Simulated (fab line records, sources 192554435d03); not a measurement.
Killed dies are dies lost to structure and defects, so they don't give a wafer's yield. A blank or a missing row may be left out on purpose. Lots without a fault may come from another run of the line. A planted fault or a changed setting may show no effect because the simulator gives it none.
fab line records | flow n5_finfet
record lots=23 wafers=69 last_day=17
route steps=1938 shown MOL_CONTACT_COAG@530
lots that met no fault: from a run of the same line without faults
start_h: hours from the record's first day to the start of the lot's first wafer shown | wait_h: hours since the lot's step before | " the same as in the row above | L1.1+2: a row that stands for several wafers | - no value, or no start given | * or withheld: withheld | < > ~ a bound
route shown NAME@n: a module of which the file shows steps, and the number in the route of the first | usual: mean/standard deviation of fault-free wafers | same: alike in all rows | chamber/n: place in a boat | sites: the reading at each site | _std_site: their standard deviation | _edge_site: outer sites' mean less inner sites' | radius_mm: how far each site lies from the wafer's centre | mask NAME#n: copy n | behind: the tool/chamber that last shaped the wafer | hold: why the lot was held/for how many hours/how that ended | device: the transistor (n, p or np) that didn't switch | end of line: the same wafers' tests at the end of the route | a step without rows: its recipe alone | killed: dies lost to structure and defects at the first sort, not the wafer's yield | map: a wafer's dies, x killed, . not, _ none there
set.NAME: the setting as run; set.NAME@STEP: as run at that earlier step | model.NAME: the simulator's own value behind a step, which no gauge read
steps of the route over a sample of lots; a table a step, a row a wafer
services: from which hour (start_h, from the record's first day; less than 0 if before it) a tool's chamber was out of use, for how many hours, and why
## steps
# step N5_MOL_CONTACT_COAG_ETCH_59
# recipe chemistry=N2/H2 target=underlayer target_depth_a=130 mask_material=CAR-EUV time_s=10.4 ion_energy_ev=200 pressure_mtorr=30 source_w=840 bias_w=150 n2_flow_sccm=200 h2_flow_sccm=200 ends=cleared
# usual drypump_motor_current_A=5.7/0.39 etch_rf_on_time_s=10.50/0.28 oes_product_au=0.65/0.06 rf_vpp_V=524.6/2.5 showerhead_plenum_p_Torr=2.56/0.087 throttle_valve_pct=17.91/0.29
# columns lot.wafer tool chamber start_h wait_h drypump_motor_current_A etch_rf_on_time_s oes_product_au rf_hours_counter_h rf_vpp_V showerhead_plenum_p_Torr throttle_valve_pct
L074.2 rie_diel-03 1 86.42 0.0 5.7 10.42 0.77 30 525.1 2.60 17.71
L074.4 " 3 " " 5.7 10.16 0.72 85 521.8 2.48 17.48
L074.5 " 3 " " 5.7 10.16 0.71 - 522.5 2.48 17.50
L075.3 rie_diel-05 1 93.38 0.0 5.6 10.84 0.65 156 526.4 2.62 17.66
L075.5 " 3 " " 6.5 10.57 0.58 - 520.9 2.39 17.85
L075.6 " 0 " " 5.4 10.16 0.67 - 527.3 2.65 18.23
L076.2 rie_diel-05 0 101.03 0.0 5.3 10.17 0.67 157 527.9 2.65 18.27
L076.5 " 2 " " 5.2 10.86 0.62 - 527.1 2.65 18.31
L076.6 " 3 " " 6.5 10.48 0.59 - 519.5 2.39 17.86
L077.2 rie_diel-05 1 107.60 0.0 5.6 10.74 0.64 163 526.2 2.61 17.68
L077.4 " 2 " " 5.2 10.65 0.62 192 526.6 2.65 18.31
L077.6 " 3 " " 6.5 10.39 0.59 - 519.7 2.39 17.85
L078.3 rie_diel-05 2 113.47 0.0 5.2 10.85 0.62 195 526.5 2.65 18.33
L078.4 " 0 " " 5.4 10.22 0.67 164 527.6 2.65 18.27
L078.6 " 2 " " 5.2 10.80 0.62 - 525.6 2.65 18.31
L079.2 rie_diel-05 0 123.40 0.0 5.4 10.27 0.66 167 527.0 2.64 18.28
L079.3 " 3 " " 6.5 10.75 0.57 234 521.6 2.39 17.87
L079.4 " 2 " " 5.2 10.87 0.60 199 526.6 2.65 18.34
L080.2 rie_diel-05 1 124.62 0.0 5.6 10.87 0.64 170 525.2 2.61 17.70
L080.4 " 3 " " 6.5 10.59 0.58 234 518.2 2.39 17.86
L080.6 " 1 " " 5.6 10.86 0.63 - 527.1 2.61 17.69
L081.1 rie_diel-05 2 131.04 0.0 5.2 10.85 0.61 202 526.8 2.65 18.34
L081.4 " 1 " " 5.6 10.84 0.63 172 527.4 2.61 17.69
L081.6 " 3 " " 6.5 10.43 0.58 - 520.0 2.39 17.88
L082.2 rie_diel-03 1 135.22 0.0 5.7 10.24 0.76 42 526.3 2.59 17.71
L082.5 " 1 " " 5.7 10.30 0.75 - 525.0 2.59 17.72
L082.6 " 0 " " 5.9 10.79 0.64 - 526.8 2.65 17.62
L083.3 rie_diel-05 0 139.40 0.0 5.4 10.09 0.66 173 526.9 2.64 18.30
L083.4 " 2 " " 5.2 10.80 0.61 204 525.8 2.65 18.34
L083.5 " 2 " " 5.2 10.80 0.61 - 526.0 2.65 18.33
L084.2 rie_diel-05 3 147.32 0.0 6.5 10.47 0.57 243 520.2 2.38 17.89
L084.4 " 1 " " 5.6 10.76 0.63 - 525.8 2.61 17.69
L084.6 " 3 " " 6.5 10.42 0.57 - 519.2 2.38 17.90
L085.1 rie_diel-05 1 159.79 0.0 5.6 10.82 0.63 183 528.3 2.61 17.71
L085.2 " 3 " " 6.5 10.56 0.57 248 519.3 2.38 17.88
L085.6 " 1 " " 5.6 10.83 0.63 - 526.5 2.61 17.71
L086.2 rie_diel-01 1 163.90 0.0 5.8 10.75 0.61 198 523.7 2.52 17.49
L086.3 " 0 " " 5.9 10.55 0.79 9 522.0 2.51 17.78
L086.6 " 0 " " 5.9 10.64 0.79 - 521.8 2.51 17.80
L087.1 rie_diel-03 3 166.58 0.0 5.7 10.02 0.70 107 522.3 2.47 17.51
L087.5 " 1 " " 5.7 10.32 0.73 - 526.2 2.59 17.77
L087.6 " 0 " " 5.9 10.79 0.63 - 526.8 2.64 17.66
L088.1 rie_diel-05 2 177.47 0.0 5.2 10.88 0.60 207 526.7 2.64 18.34
L088.2 " 1 " " 5.6 10.79 0.62 184 526.3 2.61 17.69
L088.3 " 3 " " 6.5 10.44 0.57 249 519.9 2.38 17.89
L089.2 rie_diel-03 3 179.85 0.0 5.7 10.07 0.70 113 521.4 2.47 17.55
L089.4 " 0 " " 5.9 10.76 0.63 177 526.9 2.64 17.66
L089.5 " 1 " " 5.7 10.32 0.73 - 526.0 2.58 17.76
L090.2 rie_diel-03 0 183.25 0.0 5.9 10.92 0.62 178 526.2 2.64 17.66
L090.3 " 1 " " 5.7 10.35 0.73 61 523.6 2.58 17.77
L090.6 " 0 " " 5.9 10.83 0.62 - 526.5 2.64 17.66
L091.2 rie_diel-05 2 192.87 0.0 5.2 10.71 0.60 218 526.8 2.64 18.37
L091.3 " 1 " " 5.6 10.77 0.62 194 527.0 2.60 17.72
L091.6 " 1 " " 5.6 10.81 0.62 - 527.3 2.60 17.72
L092.2 rie_diel-05 1 199.75 0.0 5.6 10.64 0.63 199 525.9 2.60 17.72
L092.3 " 0 " " 5.4 10.02 0.65 195 527.7 2.63 18.34
L092.4 " 0 " " 5.4 10.04 0.64 - 526.1 2.63 18.31
L093.1 rie_diel-03 1 203.26 0.0 5.7 10.27 0.71 71 525.5 2.58 17.77
L093.2 " 0 " " 5.9 10.69 0.62 189 526.3 2.63 17.68
L093.5 " 0 " " 5.9 10.68 0.63 - 525.0 2.63 17.68
L094.1 rie_diel-01 3 211.03 0.0 5.6 10.32 0.59 228 522.0 2.51 18.15
L094.5 " 1 " " 5.8 10.59 0.59 - 523.9 2.51 17.53
L094.6 " 3 " " 5.6 10.35 0.60 - 523.3 2.51 18.17
L095.1 rie_diel-01 0 215.82 0.0 5.9 10.40 0.76 27 521.1 2.51 17.82
L095.3 " 1 " " 5.8 10.50 0.60 216 523.2 2.51 17.53
L095.4 " 3 " " 5.6 10.29 0.59 230 524.7 2.51 18.18
L096.1 rie_diel-01 2 220.46 0.0 5.7 10.10 0.83 2 523.7 2.50 17.92
L096.3 " 1 " " 5.8 10.65 0.59 217 523.1 2.51 17.52
L096.4 " 0 " " 5.9 10.50 0.75 29 523.5 2.50 17.81
# step N5_MOL_CONTACT_COAG_CONTACT_ETCH_14
# recipe chemistry=C4F6/O2 target=SiO2 target_depth_a=275 overetch_a=85 mask_material=SOC pressure_mtorr=30 source_w=370 bias_w=185 Ar_flow_sccm=300 C4F6_flow_sccm=16 O2_flow_sccm=10 time_s=20 ion_energy_ev=259.6
# usual O2_flow_sccm=10.00/0.03 drypump_motor_current_A=5.7/0.39 oes_product_au=0.65/0.055 rf_vpp_V=693/3.2 showerhead_plenum_p_Torr=2.90/0.083 throttle_valve_pct=21.29/0.28
# columns lot.wafer tool chamber start_h wait_h O2_flow_sccm drypump_motor_current_A oes_product_au rf_hours_counter_h rf_vpp_V showerhead_plenum_p_Torr throttle_valve_pct
L074.2 rie_diel-03 1 86.57 0.0 10.03 5.7 0.77 30 695 2.91 20.98
L074.4 " 3 " " 9.97 5.7 0.71 85 692 2.77 20.70
L074.5 " 3 " " 9.97 5.7 0.71 - 690 2.78 20.72
L075.3 rie_diel-05 1 93.53 0.0 10.01 5.6 0.66 156 696 2.96 21.13
L075.5 " 3 " " 9.97 6.5 0.59 - 687 2.77 21.49
L075.6 " 0 " " 9.98 5.4 0.66 - 696 2.98 21.53
L076.2 rie_diel-05 0 101.18 0.0 10.03 5.4 0.66 157 696 2.98 21.54
L076.5 " 2 " " 9.96 5.2 0.63 - 694 2.98 21.56
L076.6 " 3 " " 9.99 6.5 0.59 - 688 2.76 21.51
L077.2 rie_diel-05 1 107.75 0.0 9.97 5.6 0.66 163 696 2.96 21.14
L077.4 " 2 " " 10.00 5.2 0.63 192 695 2.98 21.58
L077.6 " 3 " " 9.97 6.5 0.59 - 688 2.76 21.49
L078.3 rie_diel-05 2 113.62 0.0 10.02 5.2 0.63 195 697 2.98 21.59
L078.4 " 0 " " 9.99 5.4 0.66 164 696 2.98 21.55
L078.6 " 2 " " 10.03 5.2 0.63 - 696 2.97 21.57
L079.2 rie_diel-05 0 123.55 0.0 9.93 5.4 0.66 167 698 2.98 21.57
L079.3 " 3 " " 9.97 6.5 0.58 234 687 2.76 21.52
L079.4 " 2 " " 10.01 5.2 0.62 199 695 2.97 21.58
L080.2 rie_diel-05 1 124.77 0.0 10.00 5.6 0.64 170 697 2.96 21.15
L080.4 " 3 " " 9.96 6.5 0.58 234 688 2.76 21.52
L080.6 " 1 " " 10.00 5.6 0.65 - 695 2.96 21.15
L081.1 rie_diel-05 2 131.19 0.0 10.04 5.2 0.63 202 697 2.97 21.57
L081.4 " 1 " " 10.04 5.6 0.65 172 696 2.96 21.16
L081.6 " 3 " " 9.92 6.5 0.58 - 686 2.76 21.51
L082.2 rie_diel-03 1 135.37 0.0 9.98 5.7 0.74 42 693 2.91 20.98
L082.5 " 1 " " 10.00 5.7 0.75 - 694 2.91 21.00
L082.6 " 0 " " 10.05 5.9 0.66 - 697 3.00 21.08
L083.3 rie_diel-05 0 139.55 0.0 10.00 5.4 0.65 173 698 2.97 21.57
L083.4 " 2 " " 10.00 5.2 0.62 204 695 2.97 21.59
L083.5 " 2 " " 9.98 5.2 0.62 - 695 2.97 21.59
L084.2 rie_diel-05 3 147.46 0.0 10.02 6.5 0.57 243 687 2.76 21.52
L084.4 " 1 " " 9.91 5.6 0.65 - 697 2.95 21.18
L084.6 " 3 " " 9.99 6.5 0.57 - 687 2.76 21.53
L085.1 rie_diel-05 1 159.94 0.0 9.97 5.6 0.64 183 696 2.95 21.17
L085.2 " 3 " " 10.00 6.5 0.57 248 689 2.75 21.53
L085.6 " 1 " " 9.99 5.7 0.65 - 695 2.95 21.18
L086.2 rie_diel-01 1 164.05 0.0 10.01 5.8 0.61 198 692 2.85 20.91
L086.3 " 0 " " 10.03 5.9 0.79 9 690 2.84 21.17
L086.6 " 0 " " 9.99 5.9 0.79 - 691 2.84 21.14
L087.1 rie_diel-03 3 166.73 0.0 10.04 5.7 0.69 107 690 2.77 20.74
L087.5 " 1 " " 9.98 5.7 0.73 - 694 2.90 21.00
L087.6 " 0 " " 10.00 5.9 0.64 - 696 2.99 21.10
L088.1 rie_diel-05 2 177.62 0.0 9.98 5.2 0.62 207 696 2.97 21.61
L088.2 " 1 " " 9.96 5.6 0.65 184 695 2.95 21.18
L088.3 " 3 " " 10.01 6.5 0.59 249 687 2.75 21.54
L089.2 rie_diel-03 3 180.00 0.0 10.03 5.6 0.68 113 689 2.76 20.76
L089.4 " 0 " " 10.01 5.9 0.64 177 695 2.99 21.12
L089.5 " 1 " " 9.97 5.6 0.73 - 695 2.90 21.01
L090.2 rie_diel-03 0 183.40 0.0 10.00 5.9 0.65 178 697 2.99 21.12
L090.3 " 1 " " 10.03 5.6 0.72 61 694 2.90 21.00
L090.6 " 0 " " 10.00 5.9 0.64 - 696 2.99 21.10
L091.2 rie_diel-05 2 193.02 0.0 9.96 5.2 0.61 218 695 2.97 21.62
L091.3 " 1 " " 9.98 5.6 0.63 194 695 2.95 21.20
L091.6 " 1 " " 10.00 5.6 0.63 - 697 2.95 21.20
L092.2 rie_diel-05 1 199.90 0.0 10.02 5.6 0.63 199 695 2.94 21.19
L092.3 " 0 " " 10.00 5.4 0.63 195 697 2.96 21.61
L092.4 " 0 " " 10.02 5.4 0.63 - 697 2.96 21.60
L093.1 rie_diel-03 1 203.41 0.0 10.01 5.7 0.71 71 695 2.89 21.03
L093.2 " 0 " " 9.98 5.9 0.63 189 697 2.98 21.13
L093.5 " 0 " " 9.95 5.9 0.63 - 695 2.98 21.12
L094.1 rie_diel-01 3 211.18 0.0 9.99 5.6 0.59 228 691 2.87 21.68
L094.5 " 1 " " 9.96 5.8 0.59 - 691 2.84 20.91
L094.6 " 3 " " 10.01 5.6 0.59 - 691 2.87 21.69
L095.1 rie_diel-01 0 215.96 0.0 10.00 5.9 0.76 27 692 2.83 21.21
L095.3 " 1 " " 9.99 5.8 0.60 216 692 2.84 20.93
L095.4 " 3 " " 10.03 5.6 0.59 230 691 2.87 21.68
L096.1 rie_diel-01 2 220.61 0.0 9.94 5.7 0.81 2 690 2.82 21.26
L096.3 " 1 " " 9.97 5.8 0.59 217 691 2.84 20.92
L096.4 " 0 " " 9.92 5.9 0.76 29 692 2.83 21.20
# step N5_MOL_CONTACT_COAG_CD_MEAS_99
# recipe target_cd_nm=17.2 polarity=opening
# usual cd_nm=17.1/0.38
# columns lot.wafer tool chamber start_h wait_h cd_nm
L074.2 cd_sem-03 - 86.78 - 17.2
L074.4 " - " " 17.9
L074.5 " - " " 17.9
L075.3 cd_sem-01 - 93.75 - 17.1
L075.5 " - " " 17.2
L075.6 " - " " 17.1
L076.2 cd_sem-01 - 101.40 - 17.0
L076.5 " - " " 16.7
L076.6 " - " " 16.9
L077.2 cd_sem-03 - 107.97 - 17.3
L077.4 " - " " 16.9
L077.6 " - " " 17.5
L078.3 cd_sem-02 - 113.83 - 16.6
L078.4 " - " " 16.5
L078.6 " - " " 16.0
L079.2 cd_sem-03 - 123.76 - 17.3
L079.3 " - " " 17.9
L079.4 " - " " 17.1
L080.2 cd_sem-02 - 124.98 - 17.0
L080.4 " - " " 16.9
L080.6 " - " " 17.2
L081.1 cd_sem-03 - 131.40 - 16.6
L081.4 " - " " 17.0
L081.6 " - " " 17.3
L082.2 cd_sem-02 - 135.58 - 17.0
L082.5 " - " " 16.9
L082.6 " - " " 17.2
L083.3 cd_sem-03 - 139.78 - 17.4
L083.4 " - " " 17.1
L083.5 " - " " 16.4
L084.2 cd_sem-02 - 147.68 - 16.8
L084.4 " - " " 16.9
L084.6 " - " " 16.8
L085.1 cd_sem-02 - 160.15 - 17.5
L085.2 " - " " 16.9
L085.6 " - " " 17.7
L086.2 cd_sem-02 - 164.26 - 17.4
L086.3 " - " " 16.9
L086.6 " - " " 17.5
L087.1 cd_sem-03 - 166.94 - 16.3
L087.5 " - " " 16.8
L087.6 " - " " 16.7
L088.1 cd_sem-03 - 177.83 - 16.8
L088.2 " - " " 17.3
L088.3 " - " " 17.7
L089.2 cd_sem-01 - 180.22 - 17.7
L089.4 " - " " 17.2
L089.5 " - " " 17.2
L090.2 cd_sem-01 - 183.61 - 17.2
L090.3 " - " " 16.9
L090.6 " - " " 17.7
L091.2 cd_sem-01 - 193.24 - 17.0
L091.3 " - " " 16.7
L091.6 " - " " 16.8
L092.2 cd_sem-03 - 200.11 - 17.3
L092.3 " - " " 17.7
L092.4 " - " " 17.6
L093.1 cd_sem-02 - 203.63 - 16.9
L093.2 " - " " 17.5
L093.5 " - " " 18.2
L094.1 cd_sem-03 - 211.39 - 16.9
L094.5 " - " " 17.5
L094.6 " - " " 17.0
L095.1 cd_sem-03 - 216.18 - 17.1
L095.3 " - " " 17.6
L095.4 " - " " 16.8
L096.1 cd_sem-02 - 220.83 - 17.7
L096.3 " - " " 17.6
L096.4 " - " " 17.1
# step N5_MOL_CONTACT_COAG_ALD_123
# recipe material=SiNx target_thk_a=50 temp_c=400 ald_precursor_family=SiH2I2 ald_co_reactant=N2/H2-plasma pulse_time_s=1 purge_time_s=2 co_reactant_purge_time_s=2 ald_cycles=100 pressure_torr=2
# usual heater_power_outer_w=513/59 heater_power_w=833/110 precursor_pulse_height_rel=1.003/0.02
# columns lot.wafer tool chamber start_h wait_h heater_power_outer_w heater_power_w precursor_pulse_height_rel
L074.2 ald_sin-01 0 96.65 0.6 563 924 0.978
L074.4 " 2 " " 420 666 1.024
L074.5 " 3 " " 477 741 1.015
L075.3 ald_sin-01 2 101.97 0.0 429 660 1.020
L075.5 " 1 " " 537 912 1.024
L075.6 " 0 " " 568 956 0.988
L076.2 ald_sin-04 3 109.16 0.0 551 871 0.996
L076.5 " 2 " " 625 1048 0.972
L076.6 " 1 " " 464 779 1.019
L077.2 ald_sin-01 1 115.22 0.0 521 865 0.980
L077.4 " 2 " " 417 662 1.006
L077.6 " 1 " " 534 887 1.013
L078.3 ald_sin-01 1 125.19 0.0 525 875 0.988
L078.4 " 2 " " 425 666 1.041
L078.6 " 0 " " 573 938 1.011
L079.2 ald_sin-04 0 131.81 0.0 525 787 1.022
L079.3 " 1 " " 457 776 0.987
L079.4 " 3 " " 545 879 1.023
L080.2 ald_sin-04 2 134.80 0.0 637 1057 1.011
L080.4 " 1 " " 444 770 0.992
L080.6 " 3 " " 557 894 1.010
L081.1 ald_sin-02 3 142.10 0.3 540 920 0.987
L081.4 " 2 " " 514 830 1.021
L081.6 " 3 " " 532 875 0.984
L082.2 ald_sin-02 0 145.37 0.0 470 806 1.004
L082.5 " 3 " " 529 868 0.982
L082.6 " 0 " " 482 785 1.024
L083.3 ald_sin-02 1 147.87 0.0 469 818 1.002
L083.4 " 3 " " 526 876 0.982
L083.5 " 2 " " 524 846 1.019
L084.2 ald_sin-02 2 160.49 0.0 528 832 1.034
L084.4 " 0 " " 501 792 1.010
L084.6 " 1 " " 464 817 1.021
L085.1 ald_sin-04 3 166.95 0.0 547 885 0.989
L085.2 " 0 " " 507 777 1.005
L085.6 " 2 " " 638 1042 1.004
L087.1 ald_sin-01 3 174.84 1.1 485 722 0.985
L087.5 " 3 " " 463 724 1.040
L087.6 " 2 " " 434 658 0.943
L086.2 ald_sin-01 2 175.64 0.1 426 666 0.981
L086.3 " 3 " " 476 742 0.984
L086.6 " 3 " " 464 736 1.032
L088.1 ald_sin-01 1 184.63 0.0 534 875 1.025
L088.2 " 0 " " 590 919 1.029
L088.3 " 2 " " 430 658 0.990
L089.2 ald_sin-04 2 188.03 0.0 629 1043 1.006
L089.4 " 1 " " 457 776 0.972
L089.5 " 1 " " 459 784 0.965
L090.2 ald_sin-01 1 192.77 0.0 517 891 1.043
L090.3 " 0 " " 576 935 1.012
L090.6 " 0 " " 582 967 1.028
L091.2 ald_sin-01 2 201.14 0.0 433 659 0.985
L091.3 " 0 " " 584 965 1.014
L091.6 " 2 " " 419 664 1.010
L092.2 ald_sin-02 2 208.03 0.0 511 853 0.985
L092.3 " 3 " " 525 884 1.030
L092.4 " 1 " " 474 786 1.031
L093.1 ald_sin-04 2 214.20 0.6 649 1036 0.992
L093.2 " 0 " " 519 790 1.008
L093.5 " 2 " " 649 1035 0.996
L094.1 ald_sin-01 2 219.94 0.0 431 669 1.022
L094.5 " 1 " " 536 889 1.002
L094.6 " 2 " " 423 669 1.022
L095.1 ald_sin-01 2 225.03 0.0 426 664 0.977
L095.3 " 3 " " 476 745 1.000
L095.4 " 3 " " 465 728 1.018
L096.1 ald_sin-04 3 228.04 0.0 550 899 0.975
L096.3 " 1 " " 451 794 1.019
L096.4 " 2 " " 639 1042 1.017
# step N5_MOL_CONTACT_COAG_ETCHBACK_135
# recipe chemistry=CHF3 target=SiO2 target_depth_a=250 time_s=16.7 ion_energy_ev=200 pressure_mtorr=30 source_w=610 bias_w=170 Ar_flow_sccm=200 CHF3_flow_sccm=50
# usual CHF3_flow_sccm=49.99/0.13 drypump_motor_current_A=5.6/0.35 oes_product_au=0.77/0.072 rf_vpp_V=527/13 showerhead_plenum_p_Torr=2.39/0.069 throttle_valve_pct=18.68/0.28
# columns lot.wafer tool chamber start_h wait_h CHF3_flow_sccm drypump_motor_current_A oes_product_au rf_hours_counter_h rf_vpp_V showerhead_plenum_p_Torr throttle_valve_pct
L074.2 rie_diel-05 0 98.67 0.0 50.14 5.4 0.78 156 535 2.47 19.00
L074.4 " 3 " " 49.94 6.5 0.68 223 530 2.28 18.90
L074.5 " 3 " " 49.83 6.5 0.69 - 529 2.28 18.91
L075.3 rie_diel-01 1 104.87 0.0 50.04 5.8 0.72 174 530 2.37 18.34
L075.5 " 3 " " 49.81 5.5 0.71 - 511 2.38 19.02
L075.6 " 2 " " 50.23 5.7 0.71 - 516 2.34 19.12
L076.2 rie_diel-01 3 110.94 0.0 49.87 5.5 0.72 191 511 2.38 19.02
L076.5 " 1 " " 50.13 5.8 0.72 - 531 2.36 18.35
L076.6 " 2 " " 49.86 5.7 0.71 - 516 2.34 19.11
L077.2 rie_diel-05 1 116.79 0.0 49.81 5.6 0.75 167 545 2.45 18.64
L077.4 " 3 " " 50.08 6.5 0.68 231 530 2.28 18.91
L077.6 " 1 " " 49.90 5.6 0.75 - 546 2.45 18.63
L078.3 rie_diel-01 2 126.79 0.0 50.09 5.7 0.71 230 513 2.34 19.12
L078.4 " 3 " " 50.06 5.6 0.72 - 511 2.38 19.02
L078.6 " 2 " " 50.10 5.7 0.71 - 515 2.34 19.13
L079.2 rie_diel-03 1 133.39 0.0 49.84 5.7 0.88 41 533 2.40 18.45
L079.3 " 0 " " 50.12 5.9 0.75 158 533 2.48 18.56
L079.4 " 3 " " 49.91 5.6 0.82 95 504 2.29 18.21
L080.2 rie_diel-03 2 136.33 0.0 50.19 5.0 0.74 161 523 2.37 18.53
L080.4 " 1 " " 50.07 5.7 0.89 42 532 2.40 18.45
L080.6 " 3 " " 49.90 5.7 0.83 - 504 2.29 18.20
L081.1 rie_diel-05 1 143.62 0.0 50.15 5.6 0.75 176 545 2.44 18.67
L081.4 " 1 " " 49.94 5.6 0.74 - 544 2.44 18.66
L081.6 " 0 " " 50.24 5.4 0.76 - 534 2.46 19.02
L082.2 rie_diel-05 3 146.78 0.0 50.02 6.5 0.67 243 528 2.27 18.91
L082.5 " 0 " " 50.05 5.4 0.75 - 534 2.46 19.03
L082.6 " 3 " " 49.88 6.5 0.67 - 530 2.27 18.95
L083.3 rie_diel-03 1 149.28 0.0 49.96 5.6 0.88 47 533 2.40 18.46
L083.4 " 0 " " 50.15 5.9 0.76 164 535 2.48 18.56
L083.5 " 0 " " 50.15 5.9 0.76 - 534 2.48 18.56
L084.2 rie_diel-03 3 162.24 0.0 50.04 5.6 0.82 105 505 2.28 18.22
L084.4 " 3 " " 49.86 5.7 0.82 - 504 2.28 18.22
L084.6 " 2 " " 50.26 5.0 0.74 - 524 2.37 18.53
L085.1 rie_diel-01 0 169.49 0.0 49.94 5.9 0.93 12 515 2.34 18.57
L085.2 " 2 " " 49.94 5.7 0.70 247 516 2.33 19.15
L085.6 " 3 " " 50.03 5.5 0.71 - 511 2.37 19.07
L087.1 rie_diel-03 2 176.40 0.0 49.87 5.0 0.75 178 522 2.37 18.54
L087.5 " 1 " " 49.81 5.7 0.86 - 532 2.40 18.46
L087.6 " 2 " " 49.99 5.0 0.74 - 525 2.37 18.55
L086.2 rie_diel-01 0 177.41 0.0 50.01 5.9 0.92 16 514 2.34 18.59
L086.3 " 3 " " 49.93 5.5 0.70 218 509 2.37 19.07
L086.6 " 3 " " 49.80 5.6 0.70 - 510 2.37 19.06
L088.1 rie_diel-03 2 187.59 0.0 49.95 5.0 0.74 182 523 2.37 18.56
L088.2 " 1 " " 49.91 5.6 0.85 63 531 2.39 18.46
L088.3 " 0 " " 49.83 5.9 0.74 181 533 2.47 18.60
L089.2 rie_diel-03 0 190.70 0.0 50.00 5.9 0.74 182 535 2.47 18.59
L089.4 " 1 " " 49.99 5.7 0.85 65 533 2.39 18.47
L089.5 " 0 " " 49.79 5.9 0.73 - 533 2.47 18.58
L090.2 rie_diel-03 3 195.04 0.0 49.91 5.7 0.80 120 504 2.28 18.24
L090.3 " 0 " " 49.88 5.9 0.74 185 534 2.47 18.60
L090.6 " 3 " " 50.07 5.6 0.80 - 505 2.28 18.23
L091.2 rie_diel-05 0 202.54 0.0 49.90 5.3 0.75 196 534 2.45 19.08
L091.3 " 2 " " 50.11 5.2 0.70 223 546 2.45 19.04
L091.6 " 1 " " 50.16 5.7 0.72 - 545 2.43 18.70
L092.2 rie_diel-05 0 209.69 0.0 49.81 5.4 0.74 198 534 2.45 19.06
L092.3 " 3 " " 50.22 6.5 1.00 2 538 2.56 18.56
L092.4 " 2 " " 49.83 5.2 0.70 225 544 2.45 19.08
L093.1 rie_diel-03 1 215.89 0.0 49.96 5.7 0.83 75 533 2.39 18.49
L093.2 " 3 " " 49.88 5.6 0.80 129 504 2.27 18.25
L093.5 " 1 " " 49.78 5.7 0.83 - 533 2.39 18.50
L094.1 rie_diel-05 3 222.39 0.0 49.94 6.4 1.00 5 538 2.55 18.59
L094.5 " 1 " " 49.98 5.6 0.73 - 545 2.43 18.70
L094.6 " 0 " " 50.08 5.4 0.75 - 534 2.45 19.07
L095.1 rie_diel-03 3 227.19 0.0 49.93 5.7 0.79 133 503 2.27 18.27
L095.3 " 1 " " 50.02 5.7 0.83 79 533 2.39 18.52
L095.4 " 2 " " 49.79 5.0 0.73 196 524 2.36 18.57
L096.1 rie_diel-01 2 229.79 0.0 49.99 5.7 0.95 6 515 2.33 18.74
L096.3 " 3 " " 50.08 5.5 0.69 235 509 2.36 19.08
L096.4 " 0 " " 50.03 5.9 0.88 33 518 2.33 18.60
# step N5_MOL_CONTACT_COAG_OVL_MEAS_41
# recipe points_per_wafer=522
# usual VD_OVL=-0.2/0.8
# columns lot.wafer tool chamber start_h wait_h VD_OVL[nm]
L074.2 overlay-02 0 99.52 0.0 -1.1
L074.4 " 0 " " -0.6
L074.5 " 0 " " 0.4
L075.3 overlay-01 0 105.60 0.0 -1.2
L075.5 " 0 " " -1.5
L075.6 " 0 " " -2.6
L076.2 overlay-01 0 111.80 0.0 0.4
L076.5 " 0 " " -1.1
L076.6 " 0 " " 0.2
L077.2 overlay-01 0 117.64 0.0 -1.0
L077.4 " 0 " " -1.5
L077.6 " 0 " " -1.0
L078.3 overlay-02 0 127.64 0.0 -1.0
L078.4 " 0 " " -0.6
L078.6 " 0 " " 0.1
L079.2 overlay-02 0 134.11 0.0 0.3
L079.3 " 0 " " -0.7
L079.4 " 0 " " -0.2
L080.2 overlay-01 0 137.18 0.0 -0.7
L080.4 " 0 " " -0.5
L080.6 " 0 " " -1.0
L081.1 overlay-02 0 144.34 0.0 1.3
L081.4 " 0 " " 0.8
L081.6 " 0 " " -0.3
L082.2 overlay-01 0 147.63 0.0 -0.5
L082.5 " 0 " " 0.4
L082.6 " 0 " " 0.1
L083.3 overlay-01 0 150.14 0.0 0.1
L083.4 " 0 " " 0.5
L083.5 " 0 " " 0.6
L084.2 overlay-02 0 163.09 0.0 0.2
L084.4 " 0 " " -0.7
L084.6 " 0 " " -1.2
L085.1 overlay-01 0 170.44 0.0 0.1
L085.2 " 0 " " 0.3
L085.6 " 0 " " 0.4
L087.1 overlay-02 0 177.11 0.0 -0.3
L087.5 " 0 " " 0.1
L087.6 " 0 " " -0.3
L086.2 overlay-02 0 178.13 0.0 1.7
L086.3 " 0 " " 0.7
L086.6 " 0 " " 1.5
L088.1 overlay-02 0 188.46 0.1 -0.3
L088.2 " 0 " " 2.1
L088.3 " 0 " " 0.1
L089.2 overlay-02 0 191.55 0.0 -2.1
L089.4 " 0 " " -2.2
L089.5 " 0 " " -1.0
L090.2 overlay-02 0 195.76 0.0 0.0
L090.3 " 0 " " 0.4
L090.6 " 0 " " 0.0
L091.2 overlay-02 0 203.39 0.0 1.0
L091.3 " 0 " " 0.2
L091.6 " 0 " " 0.6
L092.2 overlay-01 0 210.42 0.0 -1.0
L092.3 " 0 " " -0.5
L092.4 " 0 " " -1.1
L093.1 overlay-02 0 216.73 0.0 -0.9
L093.2 " 0 " " 0.1
L093.5 " 0 " " 0.1
L094.1 overlay-02 0 223.11 0.0 -0.1
L094.5 " 0 " " -1.4
L094.6 " 0 " " -1.1
L095.1 overlay-02 0 227.94 0.0 -0.9
L095.3 " 0 " " -0.4
L095.4 " 0 " " 0.6
L096.1 overlay-02 0 230.51 0.0 -0.2
L096.3 " 0 " " 0.6
L096.4 " 0 " " -0.6
## services
# columns tool chamber start_h hours kind
rie_diel-01 - 64.71 1.3 repair
ald_sin-04 - 85.71 14.0 pm
rie_diel-03 - 93.58 15.6 pm
rie_diel-01 0 120.89 - clean
rie_diel-01 0 120.89 - consumable_replace:focus_ring
rie_diel-01 0 120.89 14.7 scheduled_down
ald_sin-02 3 122.39 10.8 repair
rie_diel-03 - 128.92 2.1 repair
rie_diel-05 2 141.89 14.4 repair
ald_sin-01 - 152.16 0.5 repair
rie_diel-05 0 157.23 1.9 repair
rie_diel-03 1 159.93 2.5 repair
rie_diel-05 - 161.75 14.6 pm
rie_diel-03 - 170.76 0.3 repair
ald_sin-04 2 175.42 2.6 repair
rie_diel-01 - 179.88 15.6 pm
rie_diel-05 3 180.98 - clean
rie_diel-05 3 180.98 - consumable_replace:focus_ring
rie_diel-05 3 180.98 - consumable_replace:showerhead
rie_diel-05 3 180.98 20.5 scheduled_down
rie_diel-05 3 180.98 20.5 vent_cycle
rie_diel-01 - 198.29 0.4 repair
ald_sin-04 0 207.03 3.6 repair
ald_sin-01 0 216.83 19.7 repair
## key
fault none
